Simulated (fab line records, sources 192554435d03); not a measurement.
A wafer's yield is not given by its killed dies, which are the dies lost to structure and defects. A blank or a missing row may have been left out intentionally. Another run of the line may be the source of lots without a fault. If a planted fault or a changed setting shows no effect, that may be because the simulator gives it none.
Which tool did it?	flow n5_finfet	60 wafers from 20 lots sampled at 6 of the route's 1938 steps

== WHAT THE GAUGES READ, wafer by wafer ==
The record lacks any reading of a measuring or inspecting step that a usual standard deviation could be used to judge.

== WHAT TOOL EACH LOT RAN ON (gives the tool, then ch and the chambers of the sampled wafers, and finally the start) ==
lot	N5_DUMMY_GATE_STRIP_40	N5_DUMMY_GATE_ETCH_31	N5_DUMMY_GATE_ETCH_32	N5_DUMMY_GATE_ETCH_42	N5_SPACER0_ALD_00	N5_SD_EPI_N_VAPOR_ETCH_50
L074	rie_diel-04 ch 1,2, day 2 22:40	rie_diel-04 ch 1,2, day 2 22:46	rie_si-05 ch 0,2,3, day 2 23:01	rie_diel-04 ch 1,2,3, day 2 23:16	ald_sin-04 ch 1,2,3, day 2 23:42	epi_rpcvd-04 ch 0, day 3 02:10
L075	rie_diel-04 ch 2,3, day 3 03:49	rie_diel-04 ch 0,2,3, day 3 03:55	rie_si-05 ch 2,3, day 3 04:10	rie_diel-04 ch 1,3, day 3 04:25	ald_sin-03 ch 1,2,3, day 3 04:54	epi_rpcvd-03 ch 0, day 3 07:11
L076	rie_diel-04 ch 0,2,3, day 3 11:04	rie_diel-04 ch 1,2,3, day 3 11:12	rie_si-05 ch 0,1,2, day 3 11:27	rie_diel-06 ch 1,3, day 3 11:50	ald_sin-01 ch 1,2, day 3 12:16	epi_rpcvd-03 ch 0, day 3 14:35
L077	rie_diel-04 ch 1,2,3, day 3 16:10	rie_diel-01 ch 1,2, day 3 16:15	rie_si-06 ch 0,3, day 3 16:30	rie_diel-01 ch 0,2,3, day 3 16:45	ald_sin-03 ch 0,1, day 3 17:11	epi_rpcvd-03 ch 0, day 3 19:43
L078	rie_diel-06 ch 1,2,3, day 3 23:41	rie_diel-06 ch 0,3, day 3 23:47	rie_si-02 ch 2,3, day 4 00:02	rie_diel-04 ch 1,2,3, day 4 00:29	ald_sin-04 ch 0,2,3, day 4 00:54	epi_rpcvd-01 ch 0, day 4 03:28
L079	rie_diel-01 ch 0,2, day 4 04:38	rie_diel-06 ch 1,2, day 4 04:47	rie_si-06 ch 1,2, day 4 05:02	rie_diel-01 ch 1,2,3, day 4 05:17	ald_sin-01 ch 0,1, day 4 05:43	epi_rpcvd-04 ch 0, day 4 08:10
L080	rie_diel-06 ch 1,3, day 4 10:19	rie_diel-06 ch 0,2,3, day 4 10:25	rie_si-05 ch 0,1,2, day 4 10:40	rie_diel-06 ch 2,3, day 4 10:56	ald_sin-01 ch 0,1,3, day 4 11:26	epi_rpcvd-03 ch 0, day 4 13:57
L081	rie_diel-06 ch 0,1,3, day 4 16:19	rie_diel-06 ch 0,3, day 4 16:25	rie_si-05 ch 0,1,2, day 4 16:40	rie_diel-04 ch 0,1, day 4 16:55	ald_sin-04 ch 0,1,3, day 4 18:02	epi_rpcvd-03 ch 0, day 4 20:26
L082	rie_diel-01 ch 1,3, day 5 00:15	rie_diel-04 ch 0,1, day 5 00:21	rie_si-06 ch 0,1, day 5 00:36	rie_diel-06 ch 1,3, day 5 00:50	ald_sin-03 ch 0,1,3, day 5 01:16	epi_rpcvd-03 ch 0, day 5 03:58
L084	rie_diel-06 ch 0,2,3, day 5 15:11	rie_diel-04 ch 0,1,2, day 5 15:17	rie_si-02 ch 0,1,2, day 5 15:31	rie_diel-04 ch 0,1,2, day 5 15:46	ald_sin-04 ch 0,1,3, day 5 16:50	epi_rpcvd-04 ch 0, day 5 19:14
L085	rie_diel-01 ch 1,3, day 5 17:00	rie_diel-04 ch 0,3, day 5 17:06	rie_si-06 ch 0,2,3, day 5 17:20	rie_diel-01 ch 1,3, day 5 17:35	ald_sin-01 ch 1,2,3, day 5 18:35	epi_rpcvd-03 ch 0, day 5 21:01
L086	rie_diel-04 ch 0,2,3, day 6 03:16	rie_diel-01 ch 0,2,3, day 6 03:25	rie_si-02 ch 0,1, day 6 03:40	rie_diel-01 ch 0,1,3, day 6 03:55	ald_sin-04 ch 0,1, day 6 06:17	epi_rpcvd-01 ch 0, day 6 08:58
L087	rie_diel-06 ch 0,2,3, day 6 09:02	rie_diel-06 ch 1,2,3, day 6 09:08	rie_si-05 ch 0,1,3, day 6 09:22	rie_diel-01 ch 0,1,3, day 6 09:45	ald_sin-04 ch 1,2, day 6 10:14	epi_rpcvd-04 ch 0, day 6 12:52
L088	rie_diel-06 ch 0,1, day 6 13:25	rie_diel-01 ch 1,2, day 6 13:31	rie_si-06 ch 0,1,3, day 6 13:46	rie_diel-06 ch 0,1,3, day 6 14:01	ald_sin-04 ch 1,2, day 6 14:26	epi_rpcvd-03 ch 0, day 6 17:32
L089	rie_diel-01 ch 0,2,3, day 6 19:10	rie_diel-04 ch 0,3, day 6 19:17	rie_si-05 ch 0,1,2, day 6 19:32	rie_diel-04 ch 0,1,3, day 6 19:48	ald_sin-03 ch 1,2, day 6 20:13	epi_rpcvd-01 ch 0, day 6 23:07
L092	rie_diel-06 ch 0,1, day 7 13:02	rie_diel-06 ch 0,1,2, day 7 13:08	rie_si-05 ch 0,1, day 7 13:23	rie_diel-06 ch 0,1,2, day 7 13:43	ald_sin-01 ch 1,2, day 7 14:08	epi_rpcvd-04 ch 0, day 7 16:37
L094	rie_diel-06 ch 1,2, day 8 03:05	rie_diel-04 ch 0,1, day 8 03:12	rie_si-05 ch 0,3, day 8 03:27	rie_diel-01 ch 1,2,3, day 8 03:46	ald_sin-04 ch 2,3, day 8 04:11	epi_rpcvd-01 ch 0, day 8 06:35
L095	rie_diel-06 ch 0,1,2, day 8 06:23	rie_diel-04 ch 1,2,3, day 8 06:29	rie_si-05 ch 1,2,3, day 8 06:44	rie_diel-01 ch 0,1,3, day 8 06:59	ald_sin-03 ch 0,1,2, day 8 07:25	epi_rpcvd-01 ch 0, day 8 10:05
L096	rie_diel-01 ch 0,3, day 8 13:42	rie_diel-04 ch 2,3, day 8 13:52	rie_si-02 ch 0,1,2, day 8 14:07	rie_diel-04 ch 1,2,3, day 8 14:22	ald_sin-01 ch 2,3, day 8 15:33	epi_rpcvd-04 ch 0, day 8 18:18
L097	rie_diel-01 ch 1,3, day 8 23:12	rie_diel-06 ch 0,1,2, day 8 23:18	rie_si-05 ch 0,3, day 8 23:32	rie_diel-01 ch 0,3, day 8 23:49	ald_sin-01 ch 3, day 9 00:24	epi_rpcvd-03 ch 0, day 9 03:16
- N5_DUMMY_GATE_STRIP_40: strips in CF4.
- N5_DUMMY_GATE_ETCH_31: etches SiO2 in C4F6/O2, target depth 82.5 nm, time 27.5 s.
- N5_DUMMY_GATE_ETCH_32: etches SiO2 in CF4, target depth 3.5 nm, time 3.9 s.
- N5_DUMMY_GATE_ETCH_42: etches SiO2 in CHF3/O2, target depth 3.5 nm, time 31 s.
- N5_SPACER0_ALD_00: deposits SiOCN, target thk 3.5 nm, pulse time 3 s, purge time 2 s.
- N5_SD_EPI_N_VAPOR_ETCH_50: etches Si in HCl, time 54 s.

== WHAT THE TOOLS THEMSELVES READ (means of the sampled wafers that have a number; where no wafer has one, the mark that the record gives instead) ==
N5_DUMMY_GATE_STRIP_40. Usual: chamber_pressure_mTorr 50.00 mTorr, standard deviation 0.055; drypump_motor_current_A 5.7 A, standard deviation 0.45; oes_product_au 0.76 a.u., standard deviation 0.064; rf_vpp_V 271.2 V, standard deviation 1.8; showerhead_plenum_p_Torr 1.80 Torr, standard deviation 0.069; throttle_valve_pct 13.68 %, standard deviation 0.19.
lot	tool	chamber_pressure_mTorr (mTorr)	drypump_motor_current_A (A)	oes_product_au (a.u.)	rf_vpp_V (V)	showerhead_plenum_p_Torr (Torr)	throttle_valve_pct (%)	flag
L074	rie_diel-04	49.98	5.7	0.85	271.8	1.84	13.53	
L075	rie_diel-04	50.01	6.0	0.78	271.7	1.86	13.58	
L076	rie_diel-04	50.06	5.7	0.80	272.1	1.86	13.54	
L077	rie_diel-04	49.98	5.8	0.78	270.4	1.85	13.68	
L078	rie_diel-06	50.06	5.5	0.74	269.1	1.72	13.66	
L079	rie_diel-01	50.00	5.8	0.74	270.3	1.78	13.84	
L080	rie_diel-06	50.01	5.9	0.75	270.3	1.74	13.59	
L081	rie_diel-06	50.00	5.8	0.75	270.0	1.77	13.61	
L082	rie_diel-01	49.98	6.2	0.75	270.2	1.80	13.71	
L084	rie_diel-06	49.98	5.5	0.72	271.0	1.78	13.79	
L085	rie_diel-01	49.98	6.2	0.74	271.0	1.79	13.72	
L086	rie_diel-04	49.99	5.7	0.78	272.8	1.85	13.57	
L087	rie_diel-06	49.96	5.5	0.71	270.6	1.78	13.80	
L088	rie_diel-06	50.00	5.6	0.75	271.2	1.79	13.65	
L089	rie_diel-01	49.96	5.8	0.73	271.0	1.80	13.76	
L092	rie_diel-06	50.01	5.6	0.75	271.2	1.79	13.68	
L094	rie_diel-06	49.97	5.3	0.82	270.0	1.75	13.46	
L095	rie_diel-06	50.07	5.3	0.80	270.8	1.81	13.57	
L096	rie_diel-01	50.03	6.0	0.70	270.3	1.76	13.76	
L097	rie_diel-01	50.01	6.1	0.71	270.6	1.79	13.70	

N5_DUMMY_GATE_ETCH_31. Usual: chamber_pressure_mTorr 30.000 mTorr (standard deviation 0.026); drypump_motor_current_A 5.7 A (standard deviation 0.43); mfc_ar_sccm 300.1 sccm (standard deviation 0.92); oes_product_au 0.77 a.u. (standard deviation 0.066); rf_vpp_V 666 V (standard deviation 10); showerhead_plenum_p_Torr 2.86 Torr (standard deviation 0.11); throttle_valve_pct 21.21 % (standard deviation 0.19).
lot	tool	chamber_pressure_mTorr (mTorr)	drypump_motor_current_A (A)	mfc_ar_sccm (sccm)	oes_product_au (a.u.)	rf_vpp_V (V)	showerhead_plenum_p_Torr (Torr)	throttle_valve_pct (%)	flag
L074	rie_diel-04	30.009	5.5	299.9	0.80	669	2.92	21.28	
L075	rie_diel-04	30.016	5.8	300.6	0.81	665	2.94	21.09	
L076	rie_diel-04	30.009	5.8	299.4	0.79	663	2.92	21.17	
L077	rie_diel-01	30.010	6.0	300.4	0.79	669	2.90	21.26	
L078	rie_diel-06	29.985	5.8	300.8	0.76	661	2.91	21.25	
L079	rie_diel-06	30.001	5.0	300.1	0.73	660	2.67	21.16	
L080	rie_diel-06	30.024	5.5	299.9	0.73	658	2.82	21.27	
L081	rie_diel-06	29.979	6.0	299.7	0.75	661	2.86	21.25	
L082	rie_diel-04	29.990	5.4	300.0	0.75	680	2.95	21.42	
L084	rie_diel-04	29.988	5.5	299.3	0.80	670	2.93	21.23	
L085	rie_diel-04	30.033	5.6	301.3	0.75	676	2.96	21.23	
L086	rie_diel-01	29.997	5.7	300.8	0.72	670	2.85	21.35	
L087	rie_diel-06	29.990	5.5	300.7	0.74	662	2.71	21.14	
L088	rie_diel-01	30.014	5.5	299.6	0.77	667	2.94	21.34	
L089	rie_diel-04	30.001	5.8	299.6	0.72	669	2.94	21.21	
L092	rie_diel-06	30.005	5.3	299.8	0.83	667	2.86	21.10	
L094	rie_diel-04	29.982	5.4	300.2	0.72	679	2.93	21.47	
L095	rie_diel-04	29.987	5.8	300.7	0.75	663	2.90	21.23	
L096	rie_diel-04	30.005	5.9	300.5	0.78	654	2.89	21.02	
L097	rie_diel-06	29.987	5.3	298.9	0.81	666	2.86	21.11	

N5_DUMMY_GATE_ETCH_32. Usual: chamber_pressure_mTorr 9.999 mTorr, standard deviation 0.008; drypump_motor_current_A 5.8 A, standard deviation 0.31; oes_product_au 1.009 a.u., standard deviation 0.018; throttle_valve_pct 21.76 %, standard deviation 0.23.
lot	tool	chamber_pressure_mTorr (mTorr)	drypump_motor_current_A (A)	oes_product_au (a.u.)	throttle_valve_pct (%)	flag
L074	rie_si-05	9.990	5.9	1.020	21.79	
L075	rie_si-05	9.997	6.0	1.003	21.94	
L076	rie_si-05	10.002	5.7	1.030	21.81	
L077	rie_si-06	9.996	6.1	1.002	21.39	
L078	rie_si-02	10.004	6.0	1.009	21.68	
L079	rie_si-06	9.998	5.9	1.004	21.84	
L080	rie_si-05	9.993	5.7	1.031	21.79	
L081	rie_si-05	10.008	5.7	1.023	21.80	
L082	rie_si-06	10.005	6.0	1.001	21.66	
L084	rie_si-02	9.993	5.9	0.983	21.60	
L085	rie_si-06	10.003	5.9	1.004	21.51	
L086	rie_si-02	10.003	5.6	0.992	21.65	
L087	rie_si-05	9.993	5.8	1.001	21.90	
L088	rie_si-06	9.994	6.1	1.011	21.60	
L089	rie_si-05	9.999	5.7	1.020	21.80	
L092	rie_si-05	9.986	5.7	1.014	21.74	
L094	rie_si-05	10.000	6.0	1.016	21.75	
L095	rie_si-05	10.002	5.8	1.008	21.96	
L096	rie_si-02	10.006	5.8	0.999	21.61	
L097	rie_si-05	10.011	6.0	1.002	21.89	

N5_DUMMY_GATE_ETCH_42. Usual: chamber_pressure_mTorr 30.00 mTorr (standard deviation 0.031); drypump_motor_current_A 5.7 A (standard deviation 0.44); mfc_ar_sccm 200.0 sccm (standard deviation 0.6); oes_product_au 0.76 a.u. (standard deviation 0.058); rf_vpp_V 42.5 V (standard deviation 0.97); showerhead_plenum_p_Torr 2.42 Torr (standard deviation 0.09); throttle_valve_pct 18.86 % (standard deviation 0.18).
lot	tool	chamber_pressure_mTorr (mTorr)	drypump_motor_current_A (A)	mfc_ar_sccm (sccm)	oes_product_au (a.u.)	rf_vpp_V (V)	showerhead_plenum_p_Torr (Torr)	throttle_valve_pct (%)	flag
L074	rie_diel-04	30.00	5.8	200.4	0.79	42.6	2.47	18.79	
L075	rie_diel-04	30.01	5.8	200.5	0.73	42.4	2.49	18.89	
L076	rie_diel-06	29.98	5.9	200.5	0.77	42.7	2.34	18.74	
L077	rie_diel-01	30.01	5.8	200.1	0.74	42.1	2.42	18.93	
L078	rie_diel-04	29.98	5.8	200.4	0.78	42.3	2.47	18.81	
L079	rie_diel-01	30.01	5.8	199.7	0.77	42.6	2.45	18.84	
L080	rie_diel-06	30.00	5.2	200.2	0.71	43.1	2.31	18.93	
L081	rie_diel-04	30.01	5.4	200.6	0.76	43.1	2.51	18.93	
L082	rie_diel-06	30.02	5.9	199.8	0.76	43.5	2.33	18.76	
L084	rie_diel-04	30.00	5.5	200.6	0.79	43.1	2.48	18.84	
L085	rie_diel-01	29.97	6.1	199.7	0.72	43.2	2.40	18.82	
L086	rie_diel-01	29.97	6.1	200.0	0.72	42.7	2.36	18.93	
L087	rie_diel-01	29.99	6.2	199.8	0.73	42.4	2.36	18.92	
L088	rie_diel-06	30.00	5.8	200.3	0.76	42.6	2.37	18.78	
L089	rie_diel-04	29.99	5.6	200.3	0.72	43.1	2.49	18.94	
L092	rie_diel-06	30.00	5.3	199.8	0.83	41.7	2.42	18.71	
L094	rie_diel-01	29.99	5.8	200.3	0.74	43.0	2.44	18.87	
L095	rie_diel-01	30.00	6.2	200.1	0.72	42.9	2.36	18.94	
L096	rie_diel-04	29.99	5.8	199.4	0.74	43.6	2.46	18.87	
L097	rie_diel-01	29.98	6.0	200.3	0.69	42.5	2.36	18.91	

N5_SPACER0_ALD_00. Usual: chamber_pressure_Torr 2.000 Torr, standard deviation 0.0043; heater_power_w 834 W, standard deviation 65; precursor_pulse_height_rel 0.999, standard deviation 0.018.
lot	tool	chamber_pressure_Torr (Torr)	heater_power_w (W)	precursor_pulse_height_rel	flag
L074	ald_sin-04	1.998	812	1.014	
L075	ald_sin-03	1.996	893	1.020	
L076	ald_sin-01	2.002	806	0.988	
L077	ald_sin-03	1.998	937	0.992	
L078	ald_sin-04	2.001	834	1.001	
L079	ald_sin-01	2.002	817	0.997	
L080	ald_sin-01	1.993	837	0.996	
L081	ald_sin-04	2.002	869	0.997	
L082	ald_sin-03	2.000	889	0.983	
L084	ald_sin-04	1.999	847	0.989	
L085	ald_sin-01	2.001	774	0.979	
L086	ald_sin-04	1.998	826	1.009	
L087	ald_sin-04	2.000	785	0.994	
L088	ald_sin-04	1.999	781	0.992	
L089	ald_sin-03	2.002	928	0.998	
L092	ald_sin-01	2.002	765	1.001	
L094	ald_sin-04	2.004	804	1.007	
L095	ald_sin-03	1.997	909	0.997	
L096	ald_sin-01	1.993	773	1.001	
L097	ald_sin-01	1.998	804	1.002	

N5_SD_EPI_N_VAPOR_ETCH_50. Usual: chamber_pressure_Torr 20.01 Torr, standard deviation 0.044; throttle_valve_pct 12.0 %, standard deviation 0.4.
lot	tool	chamber_pressure_Torr (Torr)	throttle_valve_pct (%)	flag
L074	epi_rpcvd-04	20.06	11.4	
L075	epi_rpcvd-03	20.04	12.2	
L076	epi_rpcvd-03	20.00	12.1	
L077	epi_rpcvd-03	20.04	12.1	
L078	epi_rpcvd-01	19.99	12.1	
L079	epi_rpcvd-04	19.96	11.5	
L080	epi_rpcvd-03	20.02	12.2	
L081	epi_rpcvd-03	19.98	12.3	
L082	epi_rpcvd-03	20.03	12.2	
L084	epi_rpcvd-04	19.96	11.3	
L085	epi_rpcvd-03	19.97	12.2	
L086	epi_rpcvd-01	19.95	12.4	
L087	epi_rpcvd-04	20.00	11.2	
L088	epi_rpcvd-03	20.04	12.1	
L089	epi_rpcvd-01	20.07	12.2	
L092	epi_rpcvd-04	19.98	11.5	
L094	epi_rpcvd-01	20.00	12.4	
L095	epi_rpcvd-01	19.99	12.3	
L096	epi_rpcvd-04	19.98	11.5	
L097	epi_rpcvd-03	20.04	12.2	

== THE ANSWER, worked out from the rows above alone ==
Rule: take the mean of a lot's wafers that have a number; if it is more than 3 standard deviations from the usual mean, the lot is off. A lot without any number at a reading at which 4 lots or more have one is off too. All remaining lots with rows at the step are treated as sound. After the gauges, taken in route order, come the tools' own readings; for these a lot's mean is taken, as printed above. The first step at which some lot is off is used, and at that step the reading that is off furthest; a lot without a number counts as furthest.
No lot is off on any of the readings shown, so nothing can be concluded from this.

== WHAT THE SIMULATOR PUT IN ==
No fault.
